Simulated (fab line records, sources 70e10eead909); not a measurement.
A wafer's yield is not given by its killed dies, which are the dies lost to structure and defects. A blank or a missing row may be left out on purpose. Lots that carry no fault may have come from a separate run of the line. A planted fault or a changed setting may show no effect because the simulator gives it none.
Matching of chambers | flow nand_harc | rie_diel-13 running NHARC_A_STAIRCASE_TRIM_196: 4 sister chambers
The step chemistry O2, time 211.2 s. 14 wafers are shown with their chamber, then 7 later ones without.

== WAFERS, EACH WITH ITS CHAMBER ==
wafer  | chamber | drypump_motor_current_A (A) | showerhead_plenum_p_Torr (Torr) | rf_vpp_V (V)
L653.1 | 0       | 5.1                         | 3.51                            | 58.5
L653.2 | 2       | 6.0                         | 3.81                            | 57.4
L653.3 | 1       | 6.6                         | 3.33                            | 56.7
L655.2 | 2       | 6.0                         | 3.80                            | 58.1
L655.4 | 0       | 5.1                         | 3.51                            | 57.8
L655.5 | 3       | 5.8                         | 3.57                            | 58.3
L660.1 | 3       | 5.8                         | 3.56                            | 58.9
L660.5 | 2       | 6.0                         | 3.79                            | 57.9
L660.6 | 1       | 6.7                         | 3.31                            | 57.0
L668.1 | 1       | 6.7                         | 3.31                            | 57.7
L668.5 | 3       | 5.8                         | 3.56                            | 57.6
L668.6 | 2       | 6.0                         | 3.78                            | 58.3
L672.1 | 2       | 6.0                         | 3.77                            | 57.3
L672.3 | 0       | 5.1                         | 3.48                            | 58.4

SIGNATURES (means of the wafers above)
reading                  | chamber 0 | chamber 1 | chamber 2 | chamber 3 | scatter within a chamber
drypump_motor_current_A  | 5.100     | 6.667     | 6.000     | 5.800     | 0.0258
showerhead_plenum_p_Torr | 3.5000    | 3.3167    | 3.7900    | 3.5633    | 0.0139
rf_vpp_V                 | 58.233    | 57.133    | 57.800    | 58.267    | 0.492
Rule: for a wafer and a chamber, the distance is found by dividing, reading by reading, the gap between the wafer's reading and the chamber's mean by the reading's scatter, squaring, summing and taking the root. If the next closest chamber is less than 2 further off than the closest, the wafer can't be placed; otherwise it belongs to the closest. The scatter: take each reading less its chamber's mean, square it, sum over the shown wafers, divide by the number of wafers less the number of chambers, and take the root.

== WAFERS WITH NO CHAMBER GIVEN ==
wafer  | drypump_motor_current_A (A) | showerhead_plenum_p_Torr (Torr) | rf_vpp_V (V)
L672.4 | 6.7                         | 3.30                            | 56.8
L670.2 | 5.8                         | 3.55                            | 57.8
L670.4 | 6.7                         | 3.30                            | 57.3
L670.6 | 6.7                         | 3.30                            | 57.2
L674.1 | 5.8                         | 3.55                            | 57.6
L674.2 | 6.7                         | 3.29                            | 58.3
L674.5 | 6.7                         | 3.29                            | 56.9

== WHICH CHAMBER EACH ONE RAN IN ==
wafer  | from the rows above | in truth
L672.4 | 1                   | 1
L670.2 | 3                   | 3
L670.4 | 1                   | 1
L670.6 | 1                   | 1
L674.1 | 3                   | 3
L674.2 | 1                   | 1
L674.5 | 1                   | 1
7 of 7 placed correctly. Can't be placed from these rows: 0. Placed wrongly: 0.
